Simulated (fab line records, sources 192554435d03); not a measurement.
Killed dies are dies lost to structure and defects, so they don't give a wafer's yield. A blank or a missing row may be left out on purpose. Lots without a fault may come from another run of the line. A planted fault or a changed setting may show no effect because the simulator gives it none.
fab line records | flow n5_finfet
record lots=5 wafers=15 last_day=17
route steps=1938 shown BEOL_M15@1811 PASS1_DEP@1831 MIM_BOT@1832 MIM_TOP@1834 MIM_TOP_LITHO@1839 MIM_TOP_ETCH@1851 PASSIVATION@1936
lots that met no fault: from a run of the same line without faults
start_h: hours from the record's first day to the start of the lot's first wafer shown | wait_h: hours since the lot's step before | " the same as in the row above | L1.1+2: a row that stands for several wafers | - no value, or no start given | * or withheld: withheld | < > ~ a bound
route shown NAME@n: a module of which the file shows steps, and the number in the route of the first | usual: mean/standard deviation of fault-free wafers | same: alike in all rows | chamber/n: place in a boat | sites: the reading at each site | _std_site: their standard deviation | _edge_site: outer sites' mean less inner sites' | radius_mm: how far each site lies from the wafer's centre | mask NAME#n: copy n | behind: the tool/chamber that last shaped the wafer | hold: why the lot was held/for how many hours/how that ended | device: the transistor (n, p or np) that didn't switch | end of line: the same wafers' tests at the end of the route | a step without rows: its recipe alone | killed: dies lost to structure and defects at the first sort, not the wafer's yield | map: a wafer's dies, x killed, . not, _ none there
set.NAME: the setting as run; set.NAME@STEP: as run at that earlier step | model.NAME: the simulator's own value behind a step, which no gauge read
lots at some steps of the route; a table a step, a row a wafer
services: from which hour (start_h, from the record's first day; less than 0 if before it) a tool's chamber was out of use, for how many hours, and why
## steps
# step N5_BEOL_M15_STRIP_36
# recipe chemistry=O2 power_w=600 temp_c=60 pressure_mtorr=30 rf_frequency_hz=6e+07 bias_power_w=0 overash_fraction=0.3 o2_flow_sccm=225
# step N5_BEOL_M15_STRIP_62
# recipe chemistry=O2 power_w=600 temp_c=60 pressure_mtorr=30 rf_frequency_hz=6e+07 bias_power_w=0 overash_fraction=0.3 o2_flow_sccm=225
# step N5_BEOL_M15_STRIP_37
# recipe chemistry=O2 power_w=600 temp_c=60 pressure_mtorr=30 rf_frequency_hz=6e+07 bias_power_w=0 overash_fraction=0.3 o2_flow_sccm=225
# step N5_BEOL_M15_ETCH_38
# recipe chemistry=CF4/N2 target=SiCN target_depth_a=1064 taper_deg=2 time_s=120.5 ion_energy_ev=150 mask_material=SiO2 pressure_mtorr=40 source_w=430 bias_w=70 Ar_flow_sccm=100 cf4_flow_sccm=60 n2_flow_sccm=60
# step N5_BEOL_M15_PRECLEAN_39
# recipe chemistry=residue_remover time_s=60 temp_c=40
# step N5_BEOL_M15_SRD_40
# recipe time_s=30 temp_c=23 rinse_liquid=diw dry=n2_spin spin_rpm=1500 dry_time_s=30
# step N5_BEOL_M15_DEGAS_41
# recipe ambient=vacuum temp_c=300 time_s=60
# step N5_BEOL_M15_PRE_CLEAN_42
# recipe gas=H2/He time_s=30 temp_c=300
# step N5_BEOL_M15_SPUTTER_43
# recipe material=TaN target_thk_a=150 temp_c=50 bias_v=168.6 power_w=15000 chamber_pressure_pa=0.12 time_s=24.19
# step N5_BEOL_M15_SPUTTER_44
# recipe material=Ta target_thk_a=150 temp_c=50 bias_v=80 power_w=15000 chamber_pressure_pa=0.07 time_s=24.19
# step N5_BEOL_M15_SPUTTER_45
# recipe material=Cu target_thk_a=1000 temp_c=-20 bias_v=60 power_w=26000 chamber_pressure_pa=0.13 time_s=16.67
# step N5_BEOL_M15_ECD_47
# recipe material=Cu target_thk_a=18600
# columns lot.wafer tool chamber start_h wait_h
L157.1+5+6 ecd_cu-01 1,1,0 284.26 0.1
L160.2+3+4 ecd_cu-01 1,0,1 290.96 0.1
L162.1+5+6 ecd_cu-01 0,0,1 304.04 0.1
L170.2+4+5 ecd_cu-01 0,0,1 374.08 0.1
L171.1+3+6 ecd_cu-02 0,1,1 380.82 0.1
# step N5_BEOL_M15_ANNEAL_48
# recipe temp_c=225 time_s=90 ambient=N2
# step N5_BEOL_M15_CMP_49
# recipe stop_on=SiO2 t_overpolish_s=4.9 down_force_psi=2 platen_rpm=80 clearing_platen_down_force_psi=2 clearing_platen_rpm=80 post_cmp_clean=cu_alkaline target_thk_nm=850 clearing_platen_pad_velocity_m_s=1.5917 pad_velocity_m_s=1.5917
# step N5_BEOL_M15_PRE_CLEAN_52
# recipe gas=NH3 time_s=15 temp_c=withheld rf_power_w=300
# step N5_BEOL_M15_DEP_53
# recipe material=SiCN target_thk_a=500 temp_c=withheld precursor=3MS/NH3 pressure_torr=3 rf_w=675 time_s=17.8
# step N5_PASSIVATION_PECVD_00
# recipe material=SiO2 target_thk_a=2000 temp_c=400 precursor=SiH4/N2O pressure_torr=2.7 rf_w=608 time_s=11.2
# step N5_MIM_BOT_DEGAS_01
# recipe ambient=vacuum temp_c=300 time_s=60
# step N5_MIM_BOT_SPUTTER_00
# recipe material=TiN target_thk_a=350 temp_c=200 power_w=3000 chamber_pressure_pa=0.49996 gas=Ar reactive_partial_pa=0.37997 time_s=89.7
# step N5_MIM_TOP_ALD_00
# recipe material=Al2O3 target_thk_a=* temp_c=withheld ald_precursor_family=TMA ald_co_reactant=O3 pulse_time_s=withheld purge_time_s=3 co_reactant_purge_time_s=withheld co_reactant_pulse_time_s=3 ald_cycles=withheld
# step N5_MIM_TOP_ALD_01
# recipe material=HfO2 target_thk_a=56 temp_c=withheld ald_precursor_family=Hf-amide ald_co_reactant=O3 pulse_time_s=1 purge_time_s=3 co_reactant_purge_time_s=2 co_reactant_pulse_time_s=3 ald_cycles=62
# step N5_MIM_TOP_ALD_02
# recipe material=Al2O3 target_thk_a=* temp_c=withheld ald_precursor_family=TMA ald_co_reactant=O3 pulse_time_s=withheld purge_time_s=3 co_reactant_purge_time_s=withheld co_reactant_pulse_time_s=3 ald_cycles=withheld
# step N5_MIM_TOP_DEGAS_04
# recipe ambient=vacuum temp_c=300 time_s=60
# step N5_MIM_TOP_SPUTTER_03
# recipe material=TiN target_thk_a=350 temp_c=200 power_w=3000 chamber_pressure_pa=0.49996 gas=Ar reactive_partial_pa=0.37997 time_s=89.7
# step N5_MIM_TOP_LITHO_HMDS_01
# recipe time_s=60 temp_c=120
# step N5_MIM_TOP_LITHO_COAT_02
# recipe spin_rpm=* resist_thk_nm=*
# step N5_MIM_TOP_LITHO_EBR_04
# recipe solvent=PGMEA ebr_width_mm=1.5
# step N5_MIM_TOP_LITHO_SOFTBAKE_03
# recipe temp_c=100 time_s=90
# step N5_MIM_TOP_LITHO_EXPOSE_05
# recipe mask_id=MIM_TOP na=0.55 source_shape=conventional sigma_outer=0.8 polarization=unpolarized target_cd_nm=2000 dose_mj=20.5
# step N5_MIM_TOP_LITHO_PEB_06
# recipe peb_temp_c=withheld peb_time_s=*
# step N5_MIM_TOP_LITHO_DEVELOP_07
# recipe develop_time_s=60 rinse_liquid=diw dry=air_spin dev_temp_c=21
# step N5_MIM_TOP_LITHO_HARDBAKE_09
# recipe temp_c=130 time_s=120
# step N5_MIM_TOP_LITHO_DESCUM_10
# recipe chemistry=O2 time_s=7.9 source_power_w=50 bias_power_w=20 pressure_mtorr=20 rf_frequency_hz=2.712e+07 temp_c=40 o2_flow_sccm=225
# step N5_MIM_TOP_ETCH_ETCH_00
# recipe chemistry=Cl2/BCl3 target=TiN target_depth_a=385 ion_energy_ev=150 pressure_mtorr=10 icp_w=1000 bias_w=126 Cl2_flow_sccm=53.25 bcl3_flow_sccm=21.75 Ar_flow_sccm=25
# step N5_PASSIVATION_PROBE_49
# usual defect_limited_yield=91.1/1.5 killed_at_M0_to_M3=36/11 killed_at_M4_up=13/5 killed_at_contacts=13/5 killed_at_front_end=40/12 killed_at_other=3.3/2.3 killed_dies=106/17 killed_on_rim=13/3.7 killed_open=70/13 killed_short=34/7.6 sort_bin_5_function=5.3/0.96 sort_bin_6_memory=3.3/0.66 sort_n_pass=1074/17 sort_yield_pct=91.1/1.5
# same gross_dies=1180 killed_at_back_side=0 sort_bin_4_leakage[%]=0 sort_bin_8_speed[%]=0
# columns lot.wafer tool chamber start_h wait_h defect_limited_yield[%] killed_at_M0_to_M3 killed_at_M4_up killed_at_contacts killed_at_front_end killed_at_other killed_dies killed_on_rim killed_open killed_short sort_bin_5_function[%] sort_bin_6_memory[%] sort_n_pass sort_yield_pct[%]
L157.1 prober-01 - 298.71 0.0 91.8 22 14 17 41 3 97 17 62 33 4.3 3.4 1083 91.8
L157.5 prober-01 - 298.91 0.2 90.2 33 14 19 45 5 116 15 76 40 6.3 3.4 1064 90.2
L157.6 prober-01 - 298.96 0.3 60.1 39 393 7 29 3 471 60 59 27 24.3 14.4 709 60.1
L160.2 prober-01 - 306.67 0.1 88.9 66 6 14 39 6 131 18 84 46 6.4 4.4 1049 88.9
L160.3 prober-01 - 306.72 0.1 60.8 35 381 8 38 0 462 58 64 29 24.7 12.7 718 60.8
L160.4 prober-01 - 306.77 0.2 91.9 45 12 8 28 2 95 11 59 34 4.8 3.1 1085 91.9
L162.1 prober-01 - 320.57 0.0 61.3 37 376 8 35 1 457 68 62 31 24.7 11.8 723 61.3
L162.5 prober-01 - 320.77 0.2 61.0 30 372 13 41 4 460 64 64 30 24.5 12.4 720 61.0
L162.6 prober-01 - 320.82 0.3 89.2 44 22 14 40 7 127 15 82 45 6.7 3.8 1053 89.2
L170.2 prober-01 - 391.85 0.1 92.0 24 20 24 25 1 94 17 70 24 4.8 3.1 1086 92.0
L170.4 prober-01 - 391.95 0.2 92.1 30 18 10 32 3 93 10 79 14 4.7 3.1 1087 92.1
L170.5 prober-01 - 392.00 0.2 92.6 21 13 12 41 0 87 10 63 23 4.2 2.9 1093 92.6
L171.1 prober-01 - 397.46 0.0 92.7 36 7 11 31 1 86 11 55 29 4.1 3.1 1094 92.7
L171.3 prober-01 - 397.56 0.1 89.8 37 9 11 63 0 120 16 87 32 6.6 3.6 1060 89.8
L171.6 prober-01 - 397.71 0.3 88.0 45 9 20 62 6 142 21 99 43 7.2 4.5 1038 88.0
# killed by level:class
L157.1 FIN_SAQP:geometric_particle:short=11 MOL_CONTACT_COAG:geometric_particle:open=11 BEOL_M1:geometric_particle:open=11 STI_FIN_REVEAL:geometric_particle:open=7 BEOL_M4:geometric_particle:open=7 MOL_CONTACT_COAG:geometric_particle:short=6 FIN_SAQP:geometric_particle:open=4 GATE_CUT:geometric_particle:open=4
L157.5 MOL_CONTACT_COAG:geometric_particle:open=12 STI_FIN_REVEAL:geometric_particle:open=8 FIN_SAQP:geometric_particle:short=7 MOL_CONTACT_COAG:geometric_particle:short=7 BEOL_M4:geometric_particle:open=7 BEOL_M1:geometric_particle:open=7 FIN_SAQP:geometric_particle:open=6 BEOL_M0_SAQP:geometric_particle:short=6
L157.6 BEOL_M15:unspecified=385 BEOL_M0_SAQP:geometric_particle:short=12 MOL_CONTACT_COAG:geometric_particle:open=7 BEOL_M1:geometric_particle:open=7 BEOL_M2:geometric_particle:open=6 BEOL_M3:geometric_particle:open=6 STI_FIN_REVEAL:geometric_particle:open=5 GATE_CUT:geometric_particle:open=5
L160.2 BEOL_M0_SAQP:geometric_particle:open=18 BEOL_M1:geometric_particle:open=14 MOL_CONTACT_COAG:geometric_particle:open=12 BEOL_M0_SAQP:geometric_particle:short=12 BEOL_M3:geometric_particle:open=9 GATE_CUT:geometric_particle:short=8 BEOL_M0:geometric_particle:open=8 FIN_SAQP:geometric_particle:short=6
L160.3 BEOL_M15:unspecified=368 FIN_SAQP:geometric_particle:open=10 STI_FIN_REVEAL:geometric_particle:open=8 BEOL_M1:geometric_particle:open=8 BEOL_M0_SAQP:geometric_particle:open=8 MOL_CONTACT_COAG:geometric_particle:open=7 BEOL_M4:geometric_particle:open=6 BEOL_M0_SAQP:geometric_particle:short=5
L160.4 BEOL_M0_SAQP:geometric_particle:short=13 BEOL_M1:geometric_particle:open=10 BEOL_M0_SAQP:geometric_particle:open=9 STI_FIN_REVEAL:geometric_particle:open=6 BEOL_M4:geometric_particle:open=6 BEOL_M3:geometric_particle:open=6 FIN_SAQP:geometric_particle:short=4 MOL_CONTACT_COAG:geometric_particle:short=4
L162.1 BEOL_M15:unspecified=363 BEOL_M2:geometric_particle:open=14 BEOL_M0_SAQP:geometric_particle:open=10 STI_FIN_REVEAL:geometric_particle:open=9 BEOL_M0_SAQP:geometric_particle:short=7 FIN_SAQP:geometric_particle:short=5 GATE_CUT:geometric_particle:short=5 MOL_CONTACT_COAG:geometric_particle:open=5
L162.5 BEOL_M15:unspecified=364 BEOL_M2:geometric_particle:open=11 MOL_CONTACT_COAG:geometric_particle:open=10 FIN_SAQP:geometric_particle:short=9 STI_FIN_REVEAL:geometric_particle:open=8 BEOL_M0_SAQP:geometric_particle:open=8 STARTING-WAFER:geometric_particle:open=6 BEOL_M0_SAQP:geometric_particle:short=5
L162.6 BEOL_M3:geometric_particle:open=14 BEOL_M0_SAQP:geometric_particle:open=10 FIN_SAQP:geometric_particle:short=9 MOL_CONTACT_COAG:geometric_particle:open=9 GATE_CUT:geometric_particle:short=8 BEOL_M2:geometric_particle:open=7 STI_FIN_REVEAL:geometric_particle:open=6 BEOL_M4:geometric_particle:open=6
L170.2 MOL_CONTACT_COAG:geometric_particle:open=20 BEOL_M4:geometric_particle:open=11 FIN_SAQP:geometric_particle:open=8 BEOL_M3:geometric_particle:open=7 BEOL_M1:geometric_particle:open=6 STI_FIN_REVEAL:geometric_particle:open=5 BEOL_M0_SAQP:geometric_particle:short=4 MOL_CONTACT_COAG:geometric_particle:short=4
L170.4 STI_FIN_REVEAL:geometric_particle:open=14 MOL_CONTACT_COAG:geometric_particle:open=9 BEOL_M4:geometric_particle:open=9 FIN_SAQP:geometric_particle:open=8 BEOL_M2:geometric_particle:open=7 BEOL_M1:geometric_particle:open=6 BEOL_M3:geometric_particle:open=5 BEOL_M3:geometric_particle:short=4
L170.5 STI_FIN_REVEAL:geometric_particle:open=14 FIN_SAQP:geometric_particle:open=10 MOL_CONTACT_COAG:geometric_particle:open=9 BEOL_M0_SAQP:geometric_particle:open=6 BEOL_M0_SAQP:geometric_particle:short=5 BEOL_M3:geometric_particle:open=5 FIN_SAQP:geometric_particle:short=4 BEOL_M4:geometric_particle:open=4
L171.1 BEOL_M2:geometric_particle:open=16 MOL_CONTACT_COAG:geometric_particle:open=9 BEOL_M0_SAQP:geometric_particle:short=9 DUMMY_GATE:geometric_particle:open=6 FIN_SAQP:geometric_particle:open=5 STARTING-WAFER:geometric_particle:open=5 BEOL_M0_SAQP:geometric_particle:open=4 BEOL_M2:geometric_particle:short=4
L171.3 STI_FIN_REVEAL:geometric_particle:open=24 MOL_CONTACT_COAG:geometric_particle:open=11 DUMMY_GATE:geometric_particle:open=10 BEOL_M0_SAQP:geometric_particle:short=10 BEOL_M0_SAQP:geometric_particle:open=8 FIN_SAQP:geometric_particle:short=7 BEOL_M2:geometric_particle:open=7 GATE_CUT:geometric_particle:open=5
L171.6 BEOL_M0_SAQP:geometric_particle:open=20 STI_FIN_REVEAL:geometric_particle:open=19 MOL_CONTACT_COAG:geometric_particle:open=17 FIN_SAQP:geometric_particle:short=13 BEOL_M2:geometric_particle:open=9 DUMMY_GATE:geometric_particle:open=7 BEOL_M0_SAQP:geometric_particle:short=7 STI_FIN_REVEAL:geometric_particle:short=6
# map L157.6 (x killed, . not)
_________________xx.x..x.x...________________
______________.xx..xx..x..xxxx.._____________
___________xxx........xx.xx.xx.xxx.__________
__________.x..xxx.....x.x..xxx.x.x.x_________
________..xxx..xx..xxxx.xx..x.xxx....x_______
_______..x...xx....x.x.xx..x...x.......______
______xx....x....xx..xx......xxx..xxx..._____
_____..x....x...xx...x.xxxx..xxx.x..x....____
____x..xx...xxx..xx..x...x.xxx.x....xx.xxx___
___xxxxxx..x.xx....x......x.xx.xxx.x.xx.x..__
___.x.x......xx..x..x.....xx..xx..x.xxxx.x.__
__xxx..x.x.x.....x..x..x..x....x......x...xx_
__..x.....xx.x.x..x.x..x...x..x.x...x...x..x_
_...x...xxx.xx...x..xx..x...xx...xxx.xx...x..
_.xx..x.x..xxx...x..x.x.x..xx.xxxx.x.....x...
_xx..x.x.xx...x..x.x..xx.x.xx.x..xx.xx..xx.xx
_.xx.x.x...x....xx.xx....x....x..x.x..x.xx.x.
_..x.xx.x..xxx.xxx.x...x..xx......xx..x..x.xx
_xxx...x.x.xx.x...x..xx.xxx........x..xxx..xx
_x...x..x...x...x.x.x..xxxx...x.x.x....x.....
_x..x..xx.x.x..xx....xx..xx.xx.xxxxx.xx......
__..xxxxxx.x.x.x..x....xxxxxx.x........x...._
__xx.xx....x..x..x.xx........xxxx.xxx..xx.xx_
___x.x.xx.....xxx.x....xx.....x.x......x..x__
___....x..x......x....x.x.....xx.x.xxx.....__
____.xx.x.x.x.......x.x.xxx..........xxxxx___
_____..x..x...x.....x.xx...x...x..x......____
______.xxx....x..x..x...x..xxx..xx..xx.._____
_______..xx.xx.x.x.......x...x...x.....______
________xx......x.x.x.....x.xx...xx..._______
__________x..xx.x............xx.x..._________
___________x...xx........xx.x.x..x.__________
______________.x.xx...x...x..x.x_____________
_________________.x....xx....________________
# map L160.3 (x killed, . not)
_________________.xx...x..x..________________
______________...x.x.xxx........_____________
___________xx.....x........xxxx.x.x__________
__________...x....x.....x.x.....xx.._________
________xx...x.xxxx..x.....x..x..x.x.x_______
_______xxxx.xx..x....x...xxx.xx.xx..xxx______
______xx....xx....xx..xx...xx.x..x...x.._____
_____x.......xxx..xxx..x...xx.....xx..xx.____
____..xx.xxx......x...xxx...x....xxx.x...x___
___...x.xx.....x.xx..xx.xx..x.x.xx.......x.__
___.xx..x.x.xx...x..x......xx...xxx.x......__
__x..x....x.x...xx.x...xxxx....xx....xxxx.x._
__..x.xx.xx..x..xxx.xx.xxxx.....xx......x..x_
_x.......x.xx.....x..x...........x..xxx.x..xx
_........x..x......x.xxx.x.x...............x.
_x.x..xx..xx.x..xx....x.x......xxxxx..xx.xx..
_..xx.x...xx...xx....x.......x..x....x..x....
_.xxx...xxx.xx....xxx...x...xxx.x..x.xx..x.xx
_...xx....x..x.xx.xxxx.xx.x.x.........xx..xx.
_.x..x...x.xx...x....xx..x.xxxx..xxx.xxx.x.xx
_x..x.....x...x...xxx..xxx.....x..xxx.xx.xx..
__.....x.x.....xxx.xx..xxx..x.x..x.x..x.x.xx_
__x..xx..x.x..x.xx..x......xxxx..x.xx.x..x.x_
___.xx.x.xx.x.x...xx.xxxxxxx....x..x.x....x__
___.......xxx..x.xxxxx.x.....xx....xxx....x__
____xx..x.x.xx.xxx..xx.x..xxx..x....x....x___
_____....xx.x..xx......x.xxxxxxx.....x..x____
______x..xxx....x..x....xx.xx.xx..x...xx_____
_______..x...x...x.xxx.....xx...x.x....______
________..xxx..x.......xxx.x....x...xx_______
__________...x..x.....xx..x.......x._________
___________.xxx..x.xx.....x..x....x__________
______________......x.xx........_____________
_________________xx.......xxx________________
## services
# columns tool chamber start_h hours kind
ecd_cu-01 - 282.01 0.9 repair
ecd_cu-02 - 334.24 8.7 pm
ecd_cu-01 - 345.00 2.7 repair
## key
first_sign step=N5_PASSIVATION_PROBE_49 reading=killed_at_M4_up direction=up sigmas=74 usual=13 struck=380
effect step=N5_PASSIVATION_PROBE_49 reading=killed_dies direction=up sigmas=20 usual=106 struck=462
more_kills_born_at N5_BEOL_M15_ECD_47@ecd_cu-01=1480
met_at N5_BEOL_M15_ECD_47
struck_wafers L157.6,L160.3,L162.1,L162.5
fault kind=chamber_particle_source tool=ecd_cu-01 chamber=0 onset_h=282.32 steps=N5_BEOL_M15_ECD_47 rate_per_visit_cm2=0.72364 end_h=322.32
